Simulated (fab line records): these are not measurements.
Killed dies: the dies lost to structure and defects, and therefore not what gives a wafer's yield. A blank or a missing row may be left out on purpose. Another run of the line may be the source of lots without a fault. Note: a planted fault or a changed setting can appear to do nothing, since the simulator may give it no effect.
Lot-split experiment + flow n5_finfet + on a route of 1938 steps: 7 lots, 21 wafers read

== ABOUT THE SPLIT ==
At N5_BEOL_M0_SAQP_HM_DEP_111 (deposits SiO2 from SiH4/N2O, target thk 12 nm, time 7.2 s), the setting time_s was moved away from the recipe's 7.2 s on 2 of the 21 wafers read, by -14.7% to -14.3%. The other wafers ran this setting at the recipe's value.

== FROM THE SPLIT TO THE READING: what the file shows between them, 3 steps ==
- N5_BEOL_M0_SAQP_DEVELOP_13: develop time 30 s (also split here: develop_time_s)
- N5_BEOL_M0_SAQP_ETCH_84: etches SOC in N2/H2, target depth 100 nm, overetch 20 nm, time 150 s
- N5_BEOL_M0_SAQP_STRIP_80: strips in N2/H2

== THE READING ==
etch.depth_nm (the simulator's own value, which no gauge read), in nm, at N5_BEOL_M0_SAQP_HM_OPEN_112 (chemistry CHF3/O2, target SiO2, stops on a-Si, target depth 12 nm, time 13.5 s). There is no usual value for it anywhere in the file. Average 11.95 nm, standard deviation 0.28 nm, over the 19 wafers here run with the recipe.

| wafer  | tool, chamber at the split | time_s as run, s | against the recipe | etch.depth_nm, nm | against lot-mates on the recipe |
|--------|----------------------------|------------------|--------------------|-------------------|---------------------------------|
| L074.1 | pecvd-04, 2                | 7.2              | recipe             | 12.07             | -                               |
| L074.2 | pecvd-04, 0                | 7.2              | recipe             | 12.24             | -                               |
| L074.5 | pecvd-04, 1                | 7.2              | recipe             | 12.42             | -                               |
| L075.1 | pecvd-02, 2                | 7.2              | recipe             | 11.99             | -                               |
| L075.4 | pecvd-02, 1                | 7.2              | recipe             | 12.5              | -                               |
| L075.6 | pecvd-02, 0                | 6.14             | -14.7%             | 10.4              | -1.85                           |
| L079.1 | pecvd-04, 1                | 7.2              | recipe             | 12.02             | -                               |
| L079.4 | pecvd-04, 1                | 6.168            | -14.3%             | 10.54             | -1.62                           |
| L079.5 | pecvd-04, 2                | 7.2              | recipe             | 12.29             | -                               |
| L081.1 | pecvd-02, 2,0              | 7.2              | recipe             | 11.9              | -                               |
| L081.3 | pecvd-02, 2,0              | 7.2              | recipe             | 11.73             | -                               |
| L081.5 | pecvd-02, 0                | 7.2              | recipe             | 11.99             | -                               |
| L085.1 | pecvd-01, 2,0              | 7.2              | recipe             | 11.92             | -                               |
| L085.4 | pecvd-01, 2,0              | 7.2              | recipe             | 11.99             | -                               |
| L085.6 | pecvd-01, 1                | 7.2              | recipe             | 11.73             | -                               |
| L086.1 | pecvd-01, 2                | 7.2              | recipe             | 11.71             | -                               |
| L086.4 | pecvd-01, 2                | 7.2              | recipe             | 11.97             | -                               |
| L086.6 | pecvd-01, 1                | 7.2              | recipe             | 11.68             | -                               |
| L092.1 | pecvd-01, 2,0              | 7.2              | recipe             | 11.79             | -                               |
| L092.3 | pecvd-01, 1                | 7.2              | recipe             | 11.24             | -                               |
| L092.5 | pecvd-01, 2,0              | 7.2              | recipe             | 11.81             | -                               |
The file does not say which wafer passed through which chamber wherever a row lists several chambers: such a row stands for several wafers.

THE FIT
A straight line over all 21 wafers: etch.depth_nm changes by +0.102 nm for each +1% of time_s; r = +0.85; the points scatter about the line by 0.28 nm.
The same after taking each lot's own level away (the mean of its wafers on the recipe; 21 wafers): +0.119 nm for each +1%; r = +0.95; scatter 0.17 nm.
Per that fit: largest time_s move, reading shift of 1.8 nm.
Across the lots, their own levels run from 11.613 to 12.245 nm, a range of 2.2 times the standard deviation given above.
Thus the slope moves with the lot-to-lot level: the two fits are different.
Check: -1.66 nm against its lot-mates is what the line predicts for one of the wafers moved furthest among these (-14.7%) when that wafer is left out of the fit. It came out at -1.85 nm against them.

== OTHER SPLITS ON THESE WAFERS ==
Before the reading, these wafers also passed through other splits. Each is held against what the fit with the lots' levels taken away leaves over:
| other split on the same wafers            | wafers away from the commonest value | r with etch.depth_nm (lot level and that fit taken away) |
|-------------------------------------------|--------------------------------------|----------------------------------------------------------|
| N5_GATE_CUT_DESCUM_18 time_s              | 8                                    | -0.14                                                    |
| N5_GATE_CUT_ETCH_36 cf4_flow_sccm         | 7                                    | +0.14                                                    |
| N5_MOL_CONTACT_COAG_COAT_64 spin_rpm      | 6                                    | -0.39                                                    |
| N5_BEOL_M0_SAQP_DEVELOP_13 develop_time_s | 10                                   | -0.49                                                    |

== THE WHOLE CHAIN: every reading that the file lists as answering this split, in the file's order ==
| step                        | what it does                                                                   | reading                                                                                 | change (the file's fit)               | r (the file's) |
|-----------------------------|--------------------------------------------------------------------------------|-----------------------------------------------------------------------------------------|---------------------------------------|----------------|
| N5_BEOL_M0_SAQP_HM_DEP_111  | deposits SiO2 from SiH4/N2O, target thk 12 nm, time 7.2 s                      | SiO2_of_BEOL_M0_SAQP_HM_DEP_111.thk_nm (the simulator's own value, which no gauge read) | +0.117 nm for each +1% of the setting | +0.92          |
| N5_BEOL_M0_SAQP_HM_OPEN_112 | chemistry CHF3/O2, target SiO2, stops on a-Si, target depth 12 nm, time 13.5 s | etch.depth_nm (the simulator's own value, which no gauge read)                          | +0.119 nm for each +1% of the setting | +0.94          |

== THE FILE'S OWN FIT ==
etch.depth_nm changes by +0.119 nm for each +1% of time_s, r = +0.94.
